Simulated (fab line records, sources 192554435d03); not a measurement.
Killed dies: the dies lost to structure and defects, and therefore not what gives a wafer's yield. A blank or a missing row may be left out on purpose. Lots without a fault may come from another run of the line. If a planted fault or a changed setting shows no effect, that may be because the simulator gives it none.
A lot that was struck, set against a sound lot / flow n5 finfet / 15 out of 1938 route steps
Sound: wafers L407.1, L407.5, L407.6. Struck: wafers L415.2, L415.3, L415.5. At the end, the cause is stated.
Each step with rows lists, per side, the tool, then ch with its chambers, then its first start. Under that, the readings that differ: sound wafers / struck wafers / difference of the means / sigmas: that difference in standard deviations of wafers without a fault.
alike: words and numbers the same on both sides, and readings whose means are apart by under 2 such deviations; not compared: readings that were withheld, readings missing a value for some wafer, numbers with overlapping values and no deviation given by the record, and bounds like >300 which may hide the same value.
The two part at a step that has a row with sigmas, a row that says differs or no value, or rows on one side only. When numbers do not overlap yet have no deviation, they are printed without sigmas and do not part them. A reading that every wafer of one side lacks parts them only if that side has two wafers or more.

first, 1 step without rows for these wafers: N5_BEOL_M1_CVD_47 (deposits Co from CCTBA/H2, target thk 3 nm, time 223.8 s).
N5_BEOL_M1_SPUTTER_48: material Cu, target thk 4.5 nm, time 8.29 s.
  struck on pvd sputter-02, day 8 11:59; sound on pvd sputter-02, day 6 08:56
  alike: throttle valve pct
then, 2 steps without rows for these wafers: N5_BEOL_M1_ANNEAL_49 (time 240 s); N5_BEOL_M1_SPUTTER_79 (material Cu, target thk 4.5 nm, time 8.29 s).
N5_BEOL_M1_ANNEAL_80: time 240 s.
  struck on pvd sputter-02, day 8 12:17; sound on pvd sputter-02, day 6 09:14
  alike: heater power w, susceptor temp C
then, 3 steps without rows for these wafers: N5_BEOL_M1_SPUTTER_81 (material Cu, target thk 4.5 nm, time 8.29 s); N5_BEOL_M1_ANNEAL_82 (time 240 s); N5_BEOL_M1_SPUTTER_86 (material Cu, target thk 4.5 nm, time 8.29 s).
N5_BEOL_M1_ANNEAL_87: time 240 s.
  struck on pvd sputter-02, day 8 12:44; sound on pvd sputter-02, day 6 09:41
  alike: heater power w, susceptor temp C
then, 1 step without rows for these wafers: N5_BEOL_M1_SPUTTER_88 (material Cu, target thk 4.5 nm, time 8.29 s).
N5_BEOL_M1_ANNEAL_89: time 240 s.
  struck on pvd sputter-02, day 8 12:57; sound on pvd sputter-02, day 6 09:54
  alike: heater power w, susceptor temp C
then, 1 step without rows for these wafers: N5_BEOL_M1_SPUTTER_90 (material Cu, target thk 4.5 nm, time 8.29 s).
N5_BEOL_M1_ANNEAL_91: time 240 s.
  struck on pvd sputter-02, day 8 13:10; sound on pvd sputter-02, day 6 10:07
  no value came back on the struck wafers for heater power w (W), susceptor temp C (C), time s (s); on the sound wafers heater power w (W) reads 879 817 925
N5_BEOL_M1_SPUTTER_92: material Cu, target thk 4.5 nm, time 8.29 s.
  struck on pvd sputter-02, day 8 13:19; sound on pvd sputter-02, day 6 10:16
  alike: throttle valve pct
N5_BEOL_M4_RC_MEAS_101:
  sound on prober-01 ch 0, day 7 18:50; struck on prober-01 ch 0, day 10 01:55
  alike: DIBL_N, DIBL_P, IOFF_N, IOFF_P, ION_N, ION_P, SS_N, SS_P, VT_N, VT_P

== WHERE THEY PART ==
Within this record, at N5_BEOL_M1_ANNEAL_91 only. Later steps at which nothing parts them and some readings are alike: N5_BEOL_M1_SPUTTER_92, N5_BEOL_M4_RC_MEAS_101.

WHY: what the simulator had put in
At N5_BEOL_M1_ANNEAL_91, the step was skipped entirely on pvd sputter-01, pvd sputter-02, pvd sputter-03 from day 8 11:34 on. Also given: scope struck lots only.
